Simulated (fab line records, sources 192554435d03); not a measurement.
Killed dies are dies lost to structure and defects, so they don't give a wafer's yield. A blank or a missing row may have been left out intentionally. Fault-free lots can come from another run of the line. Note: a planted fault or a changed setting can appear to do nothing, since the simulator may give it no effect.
fab line records	flow n5Finfet
[record] lots = 24	wafers = 72	lastDay = 20
route steps=1938 shown BEOL_M3@1009 BEOL_M4@1043
lots with no fault: from the same line, run without faults
startH: start of the lot's first displayed wafer, in hours after the record's first day	waitH: how many hours have passed since the lot's step before this one	" the same as in the row above	L1.1+2: several wafers, shown together as one row	- either no value or no given start	* or withheld: withheld	< > ~ a bound
route shown NAME@n: NAME is a module with steps in the file, n the number in the route of the first one	usual: mean/standard deviation of fault-free wafers	same: alike in all rows	chamber/n: place in a boat	sites: per-site readings	_std_site: standard deviation across them	_edge_site: inner sites' mean taken away from outer sites' mean	radiusMm: how far each site lies from the wafer's centre	mask NAME#n: copy n	behind: the tool/chamber that last shaped the wafer	hold: reason for holding the lot/hours on hold/outcome of the hold	device: transistor that didn't switch, given as n, p or np	end of line: the route-end tests of the same wafers	where a step has no rows: the recipe by itself	killed: dies lost to structure and defects at the first sort, not the wafer's yield	map: a wafer's dies, x killed, . not, _ none there
set.NAME: setting as actually run; set.NAME@STEP: the setting as run at that earlier step	model.NAME: the simulator's own value behind a step, which no gauge read
a sample of lots followed through the steps of the route, with each step as a table and each wafer as a row
services: a tool's chamber out of use, with start hour (startH, from the record's first day; less than 0 if before it), hours out, and reason
[[steps]]
[step N5_BEOL_M3_ANNEAL_95]
[recipe] tempC = 400	timeS = 240	ambient = vacuum
[usual] heaterPowerW = 825/51
[same] timeS = 240
lot.wafer	tool	chamber	startH	waitH	heaterPowerW
L074.1	pvdSputter-03	-	179.44	0.0	741
L074.4	"	-	"	"	787
L074.6	"	-	"	"	881
L075.1	pvdSputter-02	-	180.50	0.0	795
L075.4	"	-	"	"	888
L075.5	"	-	"	"	893
L076.2	pvdSputter-01	-	183.16	0.0	784
L076.3	"	-	"	"	848
L076.5	"	-	"	"	816
L079.4	pvdSputter-02	-	188.90	0.0	789
L079.5	"	-	"	"	793
L079.6	"	-	"	"	859
L077.1	pvdSputter-02	-	191.74	0.0	888
L077.4	"	-	"	"	891
L077.5	"	-	"	"	811
L078.1	pvdSputter-03	-	194.26	0.0	879
L078.4	"	-	"	"	802
L078.6	"	-	"	"	880
L081.1	pvdSputter-03	-	210.48	0.0	887
L081.4	"	-	"	"	806
L081.5	"	-	"	"	806
L080.2	pvdSputter-02	-	218.08	0.0	818
L080.3	"	-	"	"	900
L080.6	"	-	"	"	794
L083.1	pvdSputter-02	-	225.19	0.0	871
L083.4	"	-	"	"	870
L083.6	"	-	"	"	892
L082.1	pvdSputter-01	-	244.11	0.0	716
L082.5	"	-	"	"	856
L082.6	"	-	"	"	778
L084.2	pvdSputter-02	-	249.08	0.0	786
L084.3	"	-	"	"	872
L084.5	"	-	"	"	874
L085.3	pvdSputter-01	-	250.79	0.0	859
L085.4	"	-	"	"	803
L085.5	"	-	"	"	711
L086.1	pvdSputter-01	-	253.65	0.0	809
L086.4	"	-	"	"	844
L086.5	"	-	"	"	735
L087.4	pvdSputter-02	-	254.34	0.0	803
L087.5	"	-	"	"	889
L087.6	"	-	"	"	878
L089.3	pvdSputter-01	-	258.79	0.0	733
L089.4	"	-	"	"	804
L089.6	"	-	"	"	816
L088.1	pvdSputter-03	-	269.29	0.0	741
L088.4	"	-	"	"	885
L088.6	"	-	"	"	802
L090.1	pvdSputter-01	-	273.62	0.0	843
L090.5	"	-	"	"	849
L090.6	"	-	"	"	858
L091.2	pvdSputter-03	-	278.81	0.0	822
L091.3	"	-	"	"	870
L091.4	"	-	"	"	746
L093.2	pvdSputter-01	-	288.00	0.0	849
L093.3	"	-	"	"	841
L093.4	"	-	"	"	813
L092.2	pvdSputter-01	-	289.84	0.0	731
L092.4	"	-	"	"	859
L092.5	"	-	"	"	721
L094.2	pvdSputter-03	-	293.15	0.0	817
L094.4	"	-	"	"	810
L094.5	"	-	"	"	830
L095.1	pvdSputter-03	-	325.72	0.0	795
L095.3	"	-	"	"	740
L095.6	"	-	"	"	886
L096.2	pvdSputter-01	-	331.01	0.0	713
L096.4	"	-	"	"	857
L096.6	"	-	"	"	830
L097.1	pvdSputter-01	-	336.02	0.0	799
L097.2	"	-	"	"	833
L097.5	"	-	"	"	859
[step N5_BEOL_M3_ANNEAL_51]
[recipe] tempC = 225	timeS = 90	ambient = N2
[usual] wafer_temp_C_max = 225.70/0.2
[same] timeS = 90
lot.wafer	tool	chamber	startH	waitH	wafer_temp_C_max
L074.1	rtpAnneal-01	0	179.77	0.1	225.66
L074.4	"	0	"	"	225.69
L074.6	"	0	"	"	225.54
L075.1	rtpAnneal-01	0	180.84	0.1	225.65
L075.4	"	0	"	"	225.44
L075.5	"	0	"	"	225.67
L076.2	rtpAnneal-02	0	183.55	0.1	225.81
L076.3	"	0	"	"	225.38
L076.5	"	0	"	"	225.81
L079.4	rtpAnneal-02	0	189.39	0.2	225.94
L079.5	"	0	"	"	225.78
L079.6	"	0	"	"	225.67
L077.1	rtpAnneal-01	0	192.07	0.1	225.82
L077.4	"	0	"	"	225.55
L077.5	"	0	"	"	225.72
L078.1	rtpAnneal-01	0	194.60	0.1	225.49
L078.4	"	0	"	"	225.54
L078.6	"	0	"	"	225.66
L081.1	rtpAnneal-02	0	210.95	0.2	226.07
L081.4	"	0	"	"	226.05
L081.5	"	0	"	"	226.04
L080.2	rtpAnneal-02	0	218.57	0.2	225.77
L080.3	"	0	"	"	226.30
L080.6	"	0	"	"	225.86
L083.1	rtpAnneal-02	0	225.54	0.1	225.67
L083.4	"	0	"	"	225.77
L083.6	"	0	"	"	225.76
L082.1	rtpAnneal-01	0	244.60	0.2	225.54
L082.5	"	0	"	"	225.48
L082.6	"	0	"	"	225.58
L084.2	rtpAnneal-01	0	249.46	0.1	225.69
L084.3	"	0	"	"	225.75
L084.5	"	0	"	"	225.79
L085.3	rtpAnneal-02	0	251.54	0.5	225.72
L085.4	"	0	"	"	225.72
L085.5	"	0	"	"	225.71
L086.1	rtpAnneal-01	0	253.99	0.1	225.41
L086.4	"	0	"	"	225.60
L086.5	"	0	"	"	225.28
L087.4	rtpAnneal-02	0	254.81	0.2	225.63
L087.5	"	0	"	"	225.79
L087.6	"	0	"	"	225.91
L089.3	rtpAnneal-01	0	259.21	0.1	225.99
L089.4	"	0	"	"	226.32
L089.6	"	0	"	"	225.98
L088.1	rtpAnneal-01	0	269.96	0.4	225.20
L088.4	"	0	"	"	225.42
L088.6	"	0	"	"	225.72
L090.1	rtpAnneal-02	0	273.96	0.1	225.70
L090.5	"	0	"	"	225.88
L090.6	"	0	"	"	225.89
L091.2	rtpAnneal-02	0	279.19	0.1	225.55
L091.3	"	0	"	"	225.94
L091.4	"	0	"	"	225.86
L093.2	rtpAnneal-02	0	288.38	0.1	225.52
L093.3	"	0	"	"	225.87
L093.4	"	0	"	"	225.88
L092.2	rtpAnneal-01	0	290.22	0.1	225.82
L092.4	"	0	"	"	225.67
L092.5	"	0	"	"	225.78
L094.2	rtpAnneal-01	0	293.53	0.1	225.49
L094.4	"	0	"	"	225.36
L094.5	"	0	"	"	225.49
L095.1	rtpAnneal-02	0	326.06	0.1	225.91
L095.3	"	0	"	"	225.72
L095.6	"	0	"	"	225.81
L096.2	rtpAnneal-02	0	331.39	0.1	225.73
L096.4	"	0	"	"	225.58
L096.6	"	0	"	"	225.92
L097.1	rtpAnneal-02	0	336.36	0.1	225.74
L097.2	"	0	"	"	225.92
L097.5	"	0	"	"	225.59
[step N5_BEOL_M4_STRIP_66]
[recipe] chemistry = CF4	resist = SiARC	powerW = 300	biasPowerW = 75	pressureMtorr = 50	cf4FlowSccm = 150	rfFrequencyHz = 6e+07
[usual] drypumpMotorCurrentA = 5.6/0.51	oesProductAu = 0.81/0.074	rfVppV = 271.5/1.8	showerheadPlenumPTorr = 1.82/0.069	throttleValvePct = 13.51/0.21
lot.wafer	tool	chamber	startH	waitH	drypumpMotorCurrentA	oesProductAu	rfHoursCounterH	rfVppV	showerheadPlenumPTorr	throttleValvePct
L074.1	rieDiel-04	0	182.16	0.0	5.3	0.88	38	270.5	1.76	13.37
L074.4	"	1	"	"	5.0	0.88	23	274.4	1.90	13.18
L074.6	"	0	"	"	5.3	0.89	-	269.4	1.76	13.34
L075.1	rieDiel-01	2	184.90	0.0	5.3	0.89	21	272.8	1.90	13.34
L075.4	"	0	"	"	5.7	0.79	95	272.3	1.81	13.45
L075.5	"	2	"	"	5.3	0.90	-	274.8	1.90	13.35
L076.2	rieDiel-04	0	185.51	0.0	5.3	0.87	40	270.0	1.76	13.36
L076.3	"	1	"	"	5.0	0.87	25	272.7	1.90	13.19
L076.5	"	0	"	"	5.4	0.88	-	269.8	1.76	13.36
L079.4	rieDiel-03	2	193.78	0.0	5.3	0.71	-	270.5	1.71	13.76
L079.5	"	0	"	"	5.5	0.97	-	268.7	1.77	13.22
L079.6	"	1	"	"	6.5	0.83	-	273.4	1.89	13.49
L077.1	rieDiel-03	1	194.33	0.0	6.5	0.83	67	273.5	1.89	13.47
L077.4	"	1	"	"	6.5	0.84	-	273.6	1.89	13.48
L077.5	"	2	"	"	5.3	0.71	-	268.8	1.71	13.78
L078.1	rieDiel-04	2	197.22	0.0	6.1	0.78	98	271.2	1.81	13.37
L078.4	"	1	"	"	5.0	0.86	-	272.5	1.90	13.19
L078.6	"	0	"	"	5.3	0.86	-	270.2	1.75	13.40
L081.1	rieDiel-03	1	212.84	0.0	6.5	0.82	75	273.0	1.89	13.49
L081.4	"	2	"	"	5.3	0.71	218	268.2	1.71	13.78
L081.5	"	0	"	"	5.5	0.95	-	270.9	1.77	13.25
L080.2	rieDiel-04	1	223.08	0.0	5.1	0.85	39	273.9	1.90	13.23
L080.3	"	3	"	"	6.0	0.94	7	274.1	1.91	13.44
L080.6	"	3	"	"	6.0	0.95	-	274.3	1.91	13.44
L083.1	rieDiel-01	2	227.54	0.0	5.3	0.87	35	272.1	1.90	13.37
L083.4	"	1	"	"	5.1	0.84	51	272.3	1.90	13.48
L083.6	"	1	"	"	5.1	0.85	-	273.9	1.90	13.49
L082.1	rieDiel-03	1	247.18	0.0	6.4	0.80	86	273.1	1.88	13.53
L082.5	"	2	"	"	5.3	0.71	-	268.2	1.70	13.81
L082.6	"	3	"	"	4.9	0.70	-	271.8	1.84	13.94
L084.2	rieDiel-04	1	255.29	0.0	5.1	0.83	51	274.8	1.89	13.24
L084.3	"	2	"	"	6.1	0.76	119	272.4	1.80	13.43
L084.5	"	2	"	"	6.1	0.77	-	272.1	1.80	13.42
L085.3	rieDiel-01	1	255.49	0.0	5.1	0.84	61	272.6	1.90	13.49
L085.4	"	2	"	"	5.3	0.85	46	272.5	1.89	13.41
L085.5	"	2	"	"	5.3	0.86	-	273.2	1.89	13.40
L086.1	rieDiel-03	0	256.51	0.0	5.5	0.90	27	269.6	1.76	13.27
L086.4	"	1	"	"	6.5	0.81	89	272.3	1.88	13.53
L086.5	"	3	"	"	4.8	0.70	-	273.0	1.84	13.93
L087.4	rieDiel-04	0	257.48	0.0	5.3	0.84	67	272.7	1.75	13.42
L087.5	"	2	"	"	6.1	0.77	-	270.6	1.80	13.41
L087.6	"	1	"	"	5.0	0.83	-	273.0	1.89	13.24
L089.3	rieDiel-01	2	265.61	0.0	5.3	0.85	49	271.9	1.89	13.40
L089.4	"	2	"	"	5.3	0.85	-	273.1	1.89	13.40
L089.6	"	3	"	"	6.3	0.83	-	269.1	1.75	13.54
L088.1	rieDiel-03	3	275.22	0.0	4.8	0.69	235	271.3	1.84	13.95
L088.4	"	0	"	"	5.5	0.90	34	270.0	1.76	13.28
L088.6	"	3	"	"	4.8	0.69	-	271.7	1.84	13.95
L090.1	rieDiel-04	1	276.44	0.0	5.0	0.82	59	274.0	1.89	13.27
L090.5	"	0	"	"	5.3	0.83	-	271.0	1.75	13.46
L090.6	"	3	"	"	6.0	0.90	-	272.2	1.90	13.48
L091.2	rieDiel-03	2	283.52	0.0	5.3	0.70	240	268.3	1.70	13.82
L091.3	"	0	"	"	5.5	0.89	35	268.9	1.76	13.30
L091.4	"	1	"	"	6.5	0.80	97	272.4	1.88	13.54
L092.2	rieDiel-01	3	292.44	0.0	6.3	0.82	67	270.8	1.75	13.58
L092.4	"	1	"	"	5.1	0.82	73	272.4	1.89	13.52
L092.5	"	1	"	"	5.1	0.82	-	274.1	1.89	13.52
L093.2	rieDiel-03	3	292.69	0.0	4.8	0.69	239	272.3	1.84	13.97
L093.3	"	2	"	"	5.3	0.69	242	268.4	1.70	13.86
L093.4	"	0	"	"	5.5	0.88	38	269.6	1.76	13.29
L094.2	rieDiel-03	3	296.19	0.0	4.8	0.69	241	272.5	1.84	13.98
L094.4	"	2	"	"	5.3	0.69	244	268.6	1.70	13.85
L094.5	"	2	"	"	5.3	0.69	-	267.4	1.70	13.84
L095.1	rieDiel-01	0	329.25	0.0	5.8	0.75	140	271.1	1.80	13.57
L095.3	"	1	"	"	5.1	0.81	85	273.0	1.89	13.55
L095.6	"	0	"	"	5.8	0.74	-	271.5	1.80	13.58
L096.2	rieDiel-01	1	334.41	0.0	5.1	0.80	88	273.0	1.89	13.56
L096.4	"	0	"	"	5.7	0.75	142	270.0	1.80	13.57
L096.6	"	1	"	"	5.1	0.81	-	274.0	1.89	13.56
L097.1	rieDiel-01	1	338.73	0.0	5.1	0.80	90	272.9	1.89	13.57
L097.2	"	2	"	"	5.4	0.82	76	273.6	1.89	13.49
L097.5	"	1	"	"	5.1	0.80	-	272.5	1.89	13.56
[step N5_BEOL_M4_STRIP_19]
[recipe] chemistry = O2	powerW = 400	tempC = 40	pressureMtorr = 30	rfFrequencyHz = 6e+07	biasPowerW = 0	overashFraction = 0.2	o2FlowSccm = 225
[usual] drypumpMotorCurrentA = 5.6/0.48	oesProductAu = 0.84/0.059	rfVppV = 3.7/0.48	showerheadPlenumPTorr = 2.14/0.081	throttleValvePct = 16.58/0.14
lot.wafer	tool	chamber	startH	waitH	drypumpMotorCurrentA	oesProductAu	rfHoursCounterH	rfVppV	showerheadPlenumPTorr	throttleValvePct
L074.1	rieDiel-04	2	182.40	0.2	6.1	0.81	91	4.0	2.12	16.51
L074.4	"	1	"	"	5.0	0.89	23	3.7	2.23	16.32
L074.6	"	1	"	"	5.0	0.88	-	3.8	2.23	16.32
L075.1	rieDiel-01	1	185.05	0.1	5.1	0.89	38	3.5	2.23	16.55
L075.4	"	0	"	"	5.8	0.81	95	4.0	2.12	16.57
L075.5	"	3	"	"	6.3	0.90	-	4.6	2.06	16.67
L076.2	rieDiel-01	3	185.73	0.1	6.3	0.90	31	3.7	2.06	16.64
L076.3	"	2	"	"	5.4	0.92	21	3.7	2.23	16.50
L076.5	"	3	"	"	6.3	0.90	-	3.0	2.06	16.66
L079.4	rieDiel-04	0	194.02	0.1	5.3	0.88	-	3.7	2.04	16.50
L079.5	"	2	"	"	6.1	0.80	-	3.4	2.12	16.50
L079.6	"	1	"	"	5.0	0.88	-	3.0	2.23	16.31
L077.1	rieDiel-01	3	194.50	0.1	6.3	0.88	34	3.8	2.06	16.66
L077.4	"	0	"	"	5.8	0.80	99	3.6	2.11	16.58
L077.5	"	3	"	"	6.3	0.88	-	4.1	2.06	16.66
L078.1	rieDiel-03	1	197.41	0.1	6.5	0.86	69	4.1	2.21	16.59
L078.4	"	2	"	"	5.3	0.72	-	2.9	1.98	16.79
L078.6	"	1	"	"	6.5	0.86	-	4.2	2.21	16.58
L081.1	rieDiel-03	3	213.00	0.1	4.8	0.70	212	4.2	2.16	16.98
L081.4	"	1	"	"	6.5	0.85	75	3.4	2.21	16.60
L081.5	"	3	"	"	4.8	0.71	-	3.7	2.16	16.99
L080.2	rieDiel-04	1	223.33	0.1	5.0	0.87	39	3.5	2.23	16.34
L080.3	"	3	"	"	6.0	0.97	7	4.9	2.23	16.55
L080.6	"	1	"	"	5.1	0.87	-	3.7	2.23	16.35
L083.1	rieDiel-01	3	227.70	0.1	6.3	0.87	45	3.9	2.05	16.68
L083.4	"	0	"	"	5.8	0.79	109	5.1	2.11	16.59
L083.6	"	2	"	"	5.3	0.89	-	3.4	2.23	16.51
L082.1	rieDiel-04	1	247.33	0.1	5.0	0.85	47	3.9	2.22	16.35
L082.5	"	1	"	"	5.1	0.85	-	3.9	2.22	16.36
L082.6	"	2	"	"	6.1	0.78	-	3.8	2.12	16.54
L084.2	rieDiel-01	2	255.51	0.1	5.4	0.86	46	3.8	2.23	16.55
L084.3	"	3	"	"	6.3	0.86	56	3.8	2.05	16.70
L084.5	"	2	"	"	5.4	0.87	-	3.0	2.23	16.53
L085.3	rieDiel-04	1	255.64	0.1	5.0	0.84	51	3.6	2.22	16.36
L085.4	"	3	"	"	6.0	0.94	20	3.9	2.22	16.55
L085.5	"	2	"	"	6.1	0.78	-	3.7	2.12	16.56
L086.1	rieDiel-01	2	256.90	0.3	5.3	0.87	47	3.1	2.22	16.54
L086.4	"	0	"	"	5.7	0.79	119	4.3	2.11	16.62
L086.5	"	0	"	"	5.8	0.78	-	3.2	2.11	16.59
L087.4	rieDiel-01	0	257.63	0.1	5.8	0.78	119	3.4	2.11	16.61
L087.5	"	1	"	"	5.1	0.85	-	3.9	2.22	16.57
L087.6	"	2	"	"	5.3	0.87	-	4.3	2.22	16.55
L089.3	rieDiel-01	2	265.96	0.2	5.3	0.87	49	3.6	2.22	16.55
L089.4	"	2	"	"	5.3	0.87	-	4.0	2.22	16.55
L089.6	"	3	"	"	6.3	0.85	-	3.7	2.05	16.72
L088.1	rieDiel-03	1	275.37	0.1	6.5	0.83	96	3.1	2.20	16.65
L088.4	"	3	"	"	4.8	0.70	235	3.3	2.16	17.02
L088.6	"	0	"	"	5.5	0.91	-	4.0	2.04	16.33
L090.1	rieDiel-04	1	276.60	0.1	5.1	0.83	59	3.8	2.22	16.37
L090.5	"	3	"	"	6.1	0.91	-	4.5	2.22	16.58
L090.6	"	0	"	"	5.3	0.84	-	2.9	2.03	16.57
L091.2	rieDiel-04	3	283.67	0.1	6.0	0.91	29	4.8	2.22	16.56
L091.3	"	2	"	"	6.1	0.77	128	4.0	2.11	16.55
L091.4	"	1	"	"	5.0	0.82	60	4.2	2.22	16.38
L092.2	rieDiel-01	2	292.67	0.2	5.3	0.85	57	3.4	2.22	16.57
L092.4	"	3	"	"	6.3	0.84	67	3.3	2.05	16.71
L092.5	"	1	"	"	5.1	0.83	-	4.7	2.21	16.62
L093.2	rieDiel-01	3	292.84	0.1	6.3	0.83	67	3.8	2.05	16.72
L093.3	"	2	"	"	5.3	0.86	57	3.4	2.22	16.56
L093.4	"	1	"	"	5.1	0.83	73	3.8	2.21	16.62
L094.2	rieDiel-04	0	296.35	0.1	5.3	0.83	81	3.1	2.03	16.58
L094.4	"	2	"	"	6.1	0.76	-	3.4	2.11	16.58
L094.5	"	0	"	"	5.3	0.83	-	3.5	2.03	16.58
L095.1	rieDiel-01	1	329.41	0.1	5.1	0.82	85	3.4	2.21	16.64
L095.3	"	3	"	"	6.3	0.82	80	3.3	2.04	16.74
L095.6	"	1	"	"	5.1	0.82	-	2.6	2.21	16.64
L096.2	rieDiel-04	2	334.76	0.3	6.1	0.75	150	3.6	2.10	16.58
L096.4	"	1	"	"	5.0	0.82	70	3.1	2.22	16.41
L096.6	"	0	"	"	5.3	0.81	-	4.0	2.03	16.59
L097.1	rieDiel-01	0	339.08	0.1	5.7	0.75	145	3.5	2.10	16.65
L097.2	"	2	"	"	5.3	0.82	76	3.3	2.21	16.60
L097.5	"	2	"	"	5.3	0.83	-	2.7	2.21	16.60
[step N5_BEOL_M4_ETCH_70]
[recipe] chemistry = N2/H2	target = SOC	targetDepthA = 800	overetchA = 240	maskMaterial = SiARC	tempC = 40	timeS = 130	ionEnergyEv = 200	pressureMtorr = 30	sourceW = 840	biasW = 150	n2FlowSccm = 200	h2FlowSccm = 200
[usual] drypumpMotorCurrentA = 5.6/0.5	oesProductAu = 0.61/0.049	rfVppV = 525.0/3	showerheadPlenumPTorr = 2.59/0.1	throttleValvePct = 17.75/0.2
[same] timeS = 130
lot.wafer	tool	chamber	startH	waitH	drypumpMotorCurrentA	oesProductAu	rfHoursCounterH	rfVppV	showerheadPlenumPTorr	throttleValvePct
L074.1	rieDiel-01	3	188.98	0.0	6.3	0.64	32	522.2	2.49	17.82
L074.4	"	0	"	"	5.7	0.59	96	524.4	2.56	17.61
L074.6	"	2	"	"	5.3	0.66	-	527.7	2.71	17.60
L076.2	rieDiel-03	0	191.80	0.0	5.5	0.74	2	521.7	2.49	17.33
L076.3	"	1	"	"	6.5	0.62	66	528.9	2.70	17.82
L076.5	"	0	"	"	5.5	0.73	-	524.5	2.49	17.37
L075.1	rieDiel-04	2	195.37	0.0	6.2	0.59	97	524.6	2.56	17.56
L075.4	"	2	"	"	6.1	0.59	-	524.4	2.56	17.54
L075.5	"	1	"	"	5.0	0.64	-	527.4	2.71	17.59
L079.4	rieDiel-03	2	217.78	0.0	5.3	0.52	220	519.9	2.42	18.05
L079.5	"	0	"	"	5.6	0.70	-	521.7	2.49	17.39
L079.6	"	1	"	"	6.5	0.62	-	527.2	2.69	17.84
L077.1	rieDiel-03	2	218.15	0.0	5.3	0.53	220	521.3	2.42	18.06
L077.4	"	1	"	"	6.5	0.61	77	527.5	2.69	17.83
L077.5	"	0	"	"	5.5	0.69	-	523.4	2.48	17.37
L078.1	rieDiel-01	0	225.25	0.0	5.8	0.58	108	524.5	2.55	17.63
L078.4	"	3	"	"	6.3	0.63	44	522.7	2.49	17.85
L078.6	"	3	"	"	6.3	0.64	-	522.7	2.49	17.82
L081.1	rieDiel-03	0	225.29	0.0	5.5	0.69	16	523.4	2.48	17.37
L081.4	"	3	"	"	4.9	0.53	216	525.7	2.62	18.19
L081.5	"	3	"	"	4.8	0.52	-	525.3	2.62	18.20
L080.2	rieDiel-01	1	228.59	0.0	5.1	0.63	52	528.8	2.70	17.72
L080.3	"	2	"	"	5.4	0.64	35	527.3	2.70	17.64
L080.6	"	1	"	"	5.1	0.64	-	527.8	2.70	17.74
L083.1	rieDiel-01	0	240.81	0.0	5.7	0.57	114	523.9	2.55	17.63
L083.4	"	3	"	"	6.3	0.62	51	520.4	2.48	17.85
L083.6	"	0	"	"	5.7	0.57	-	523.8	2.55	17.63
L082.1	rieDiel-04	0	249.90	0.0	5.3	0.62	65	520.9	2.48	17.71
L082.5	"	0	"	"	5.3	0.63	-	521.9	2.48	17.71
L082.6	"	1	"	"	5.0	0.62	-	528.7	2.70	17.62
L084.2	rieDiel-04	3	258.83	0.0	6.1	0.67	21	529.3	2.70	17.68
L084.3	"	2	"	"	6.1	0.57	120	523.7	2.55	17.59
L084.5	"	0	"	"	5.3	0.62	-	521.2	2.47	17.73
L085.3	rieDiel-01	3	258.86	0.0	6.3	0.62	57	520.4	2.48	17.85
L085.4	"	0	"	"	5.8	0.57	120	523.8	2.55	17.65
L085.5	"	2	"	"	5.3	0.63	-	529.1	2.70	17.67
L086.1	rieDiel-03	0	258.95	0.0	5.5	0.68	28	521.2	2.48	17.39
L086.4	"	3	"	"	4.8	0.51	228	524.3	2.61	18.21
L086.5	"	3	"	"	4.9	0.52	-	525.5	2.61	18.19
L087.4	rieDiel-01	3	264.51	0.0	6.3	0.62	59	522.9	2.48	17.86
L087.5	"	1	"	"	5.1	0.62	-	527.8	2.69	17.78
L087.6	"	2	"	"	5.4	0.63	-	526.4	2.69	17.65
L089.3	rieDiel-04	1	268.93	0.0	5.1	0.61	56	528.4	2.70	17.65
L089.4	"	2	"	"	6.1	0.57	124	523.8	2.55	17.59
L089.6	"	0	"	"	5.3	0.62	-	523.8	2.47	17.74
L088.1	rieDiel-03	3	291.18	0.0	4.9	0.51	239	526.2	2.61	18.23
L088.4	"	1	"	"	6.5	0.60	99	526.4	2.68	17.88
L088.6	"	3	"	"	4.8	0.51	-	526.8	2.61	18.23
L090.1	rieDiel-01	2	294.67	0.0	5.3	0.62	58	528.0	2.69	17.68
L090.5	"	1	"	"	5.1	0.61	-	526.5	2.69	17.78
L090.6	"	0	"	"	5.7	0.56	-	524.8	2.54	17.67
L091.2	rieDiel-04	0	294.77	0.0	5.3	0.61	80	521.2	2.47	17.75
L091.3	"	2	"	"	6.1	0.56	133	525.2	2.54	17.64
L091.4	"	3	"	"	6.0	0.66	-	530.0	2.70	17.74
L092.2	rieDiel-01	1	300.73	0.0	5.1	0.60	76	528.1	2.69	17.77
L092.4	"	0	"	"	5.7	0.57	131	525.2	2.54	17.67
L092.5	"	2	"	"	5.3	0.62	-	528.3	2.69	17.69
L093.2	rieDiel-01	3	301.20	0.0	6.3	0.61	71	521.6	2.47	17.91
L093.3	"	0	"	"	5.7	0.56	132	523.9	2.54	17.67
L093.4	"	2	"	"	5.4	0.62	61	528.0	2.69	17.69
L094.2	rieDiel-03	3	310.15	0.0	4.9	0.51	244	527.8	2.60	18.23
L094.4	"	1	"	"	6.5	0.59	105	526.6	2.68	17.89
L094.5	"	1	"	"	6.5	0.59	-	528.1	2.68	17.86
L095.1	rieDiel-01	1	332.98	0.0	5.1	0.60	87	526.7	2.68	17.80
L095.3	"	0	"	"	5.8	0.56	142	524.7	2.54	17.68
L095.6	"	1	"	"	5.1	0.60	-	527.7	2.68	17.81
L096.2	rieDiel-04	3	340.47	0.0	6.1	0.64	54	529.1	2.69	17.77
L096.4	"	1	"	"	5.1	0.60	72	528.3	2.69	17.67
L096.6	"	3	"	"	6.1	0.64	-	528.0	2.69	17.77
L097.1	rieDiel-01	1	343.70	0.0	5.1	0.58	93	526.9	2.68	17.81
L097.2	"	2	"	"	5.4	0.60	78	528.1	2.68	17.71
L097.5	"	3	"	"	6.3	0.59	-	521.7	2.47	17.91
[step N5_BEOL_M4_ANNEAL_91]
[recipe] tempC = 400	timeS = 240	ambient = vacuum
[usual] heaterPowerW = 833/49
[same] timeS = 240
lot.wafer	tool	chamber	startH	waitH	heaterPowerW
L074.1	pvdSputter-01	-	191.45	0.0	846
L074.4	"	-	"	"	723
L074.6	"	-	"	"	740
L076.2	pvdSputter-02	-	194.36	0.0	851
L076.3	"	-	"	"	886
L076.5	"	-	"	"	898
L075.1	pvdSputter-01	-	199.42	0.0	796
L075.4	"	-	"	"	839
L075.5	"	-	"	"	723
L079.4	pvdSputter-02	-	220.77	0.0	834
L079.5	"	-	"	"	867
L079.6	"	-	"	"	886
L077.1	pvdSputter-02	-	222.65	0.0	898
L077.4	"	-	"	"	870
L077.5	"	-	"	"	883
L078.1	pvdSputter-01	-	227.81	0.0	837
L078.4	"	-	"	"	844
L078.6	"	-	"	"	826
L081.1	pvdSputter-03	-	228.00	0.0	810
L081.4	"	-	"	"	896
L081.5	"	-	"	"	807
L080.2	pvdSputter-02	-	231.75	0.0	890
L080.3	"	-	"	"	886
L080.6	"	-	"	"	869
L083.1	pvdSputter-03	-	243.55	0.0	791
L083.4	"	-	"	"	841
L083.6	"	-	"	"	866
L082.1	pvdSputter-03	-	253.34	0.0	911
L082.5	"	-	"	"	889
L082.6	"	-	"	"	793
L084.2	pvdSputter-02	-	262.06	0.0	879
L084.3	"	-	"	"	791
L084.5	"	-	"	"	855
L085.3	pvdSputter-03	-	262.20	0.0	881
L085.4	"	-	"	"	805
L085.5	"	-	"	"	759
L086.1	pvdSputter-02	-	263.90	0.0	800
L086.4	"	-	"	"	852
L086.5	"	-	"	"	869
L087.4	pvdSputter-02	-	267.16	0.0	862
L087.5	"	-	"	"	870
L087.6	"	-	"	"	891
L089.3	pvdSputter-02	-	273.62	0.0	881
L089.4	"	-	"	"	897
L089.6	"	-	"	"	863
L088.1	pvdSputter-02	-	294.16	0.0	900
L088.4	"	-	"	"	875
L088.6	"	-	"	"	872
L090.1	pvdSputter-01	-	297.75	0.0	722
L090.5	"	-	"	"	821
L090.6	"	-	"	"	728
L091.2	pvdSputter-03	-	297.93	0.0	802
L091.3	"	-	"	"	737
L091.4	"	-	"	"	805
L092.2	pvdSputter-01	-	303.10	0.0	862
L092.4	"	-	"	"	727
L092.5	"	-	"	"	823
L093.2	pvdSputter-01	-	305.06	0.0	811
L093.3	"	-	"	"	852
L093.4	"	-	"	"	726
L094.2	pvdSputter-01	-	314.72	0.0	741
L094.4	"	-	"	"	820
L094.5	"	-	"	"	795
L095.1	pvdSputter-03	-	337.15	0.0	863
L095.3	"	-	"	"	826
L095.6	"	-	"	"	871
L096.2	pvdSputter-02	-	343.10	0.0	798
L096.4	"	-	"	"	864
L096.6	"	-	"	"	869
L097.1	pvdSputter-02	-	346.52	0.0	878
L097.2	"	-	"	"	799
L097.5	"	-	"	"	868
[[services]]
tool	chamber	startH	hours	kind
pvdSputter-03	-	164.50	2.8	repair
rieDiel-03	0	165.44	-	clean
rieDiel-03	0	165.44	-	consumableReplace:focusRing
rieDiel-03	0	165.44	20.8	scheduledDown
rieDiel-03	0	165.44	20.8	ventCycle
rieDiel-04	3	182.81	-	clean
rieDiel-04	3	182.81	-	consumableReplace:focusRing
rieDiel-04	3	182.81	-	consumableReplace:showerhead
rieDiel-04	3	182.81	17.6	scheduledDown
rieDiel-04	3	182.81	17.6	ventCycle
rieDiel-01	0	264.71	3.7	repair
rieDiel-04	1	294.03	23.1	repair
pvdSputter-02	-	295.39	5.2	repair
rieDiel-03	2	313.71	-	clean
rieDiel-03	2	313.71	-	consumableReplace:focusRing
rieDiel-03	2	313.71	-	consumableReplace:showerhead
rieDiel-03	2	313.71	17.9	scheduledDown
rieDiel-03	2	313.71	17.9	ventCycle
rieDiel-03	3	331.61	-	clean
rieDiel-03	3	331.61	-	consumableReplace:focusRing
rieDiel-03	3	331.61	20.4	scheduledDown
rieDiel-03	3	331.61	20.4	ventCycle
[[key]]
fault none
